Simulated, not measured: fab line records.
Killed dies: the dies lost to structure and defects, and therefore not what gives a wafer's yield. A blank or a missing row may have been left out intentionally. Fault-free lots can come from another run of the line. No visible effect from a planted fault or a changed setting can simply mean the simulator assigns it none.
Matching of chambers    flow n5 finfet    rie si-06 running N5_BEOL_M0_SAQP_ETCH_102: 4 sister chambers
The step etches SiO2 in CF4, target depth 4 nm, time 4.4 s. 24 wafers are shown with their chamber, then 12 later ones without.

== EACH WAFER AND ITS CHAMBER ==
wafer   chamber  throttle valve pct (%)  drypump motor current A (A)  he backside leak sccm (sccm)
L074.1  0        21.54                   5.5                          2.75
L074.4  1        21.60                   6.0                          2.66
L074.5  0        21.55                   5.5                          2.65
L079.2  2        21.99                   5.2                          2.57
L079.4  3        21.94                   5.5                          2.87
L079.6  1        21.59                   6.0                          2.59
L080.1  3        21.93                   5.5                          2.85
L080.2  1        21.61                   6.0                          2.74
L080.5  2        21.99                   5.2                          2.57
L084.1  1        21.61                   6.0                          2.75
L084.4  0        21.56                   5.4                          2.73
L084.5  0        21.55                   5.5                          2.85
L085.2  1        21.60                   6.0                          2.72
L085.5  0        21.56                   5.4                          2.83
L085.6  3        21.94                   5.5                          2.89
L087.3  2        21.99                   5.2                          2.63
L087.5  0        21.55                   5.4                          2.83
L087.6  1        21.62                   6.0                          2.74
L090.1  1        21.61                   6.0                          2.74
L090.4  2        21.99                   5.2                          2.76
L090.5  2        21.98                   5.1                          2.82
L091.1  0        21.55                   5.4                          2.65
L091.4  2        22.00                   5.1                          2.67
L091.5  3        21.94                   5.5                          2.88

SIGNATURES (means of the wafers above)
reading                  chamber 0  chamber 1  chamber 2  chamber 3  scatter within a chamber
throttle valve pct       21.5514    21.6057    21.9900    21.9375    0.00752
drypump motor current A  5.443      6.000      5.167      5.500      0.039
he backside leak sccm    2.7557     2.7057     2.6700     2.8725     0.0766
Rule: distance of a wafer from a chamber = root of the sum over the readings of ((wafer's reading minus chamber's mean) / reading's scatter) squared. The wafer belongs to the nearest chamber; if the next one is less than 2 further off, it can't be placed. The scatter: take each reading less its chamber's mean, square it, sum over the shown wafers, divide by the number of wafers less the number of chambers, and take the root.

== WAFERS MISSING THEIR CHAMBER ==
wafer   throttle valve pct (%)  drypump motor current A (A)  he backside leak sccm (sccm)
L092.1  21.97                   5.1                          2.70
L092.4  21.56                   5.4                          2.92
L092.5  21.93                   5.5                          2.92
L093.1  22.00                   5.2                          2.71
L093.4  21.60                   6.0                          2.54
L093.6  21.55                   5.5                          2.66
L094.1  21.55                   5.5                          2.84
L094.5  21.97                   5.2                          2.76
L094.6  21.61                   6.0                          2.71
L096.1  21.55                   5.4                          2.85
L096.3  21.60                   6.0                          2.74
L096.5  21.98                   5.2                          2.70

== THE CHAMBER EACH PASSED THROUGH ==
wafer   from the rows above  in truth
L092.1  2                    2
L092.4  0                    0
L092.5  3                    3
L093.1  2                    2
L093.4  1                    1
L093.6  0                    0
L094.1  0                    0
L094.5  2                    2
L094.6  1                    1
L096.1  0                    0
L096.3  1                    1
L096.5  2                    2
Correct placement for 12 of the 12. Left unplaced by these rows: 0. Wrongly placed: 0.
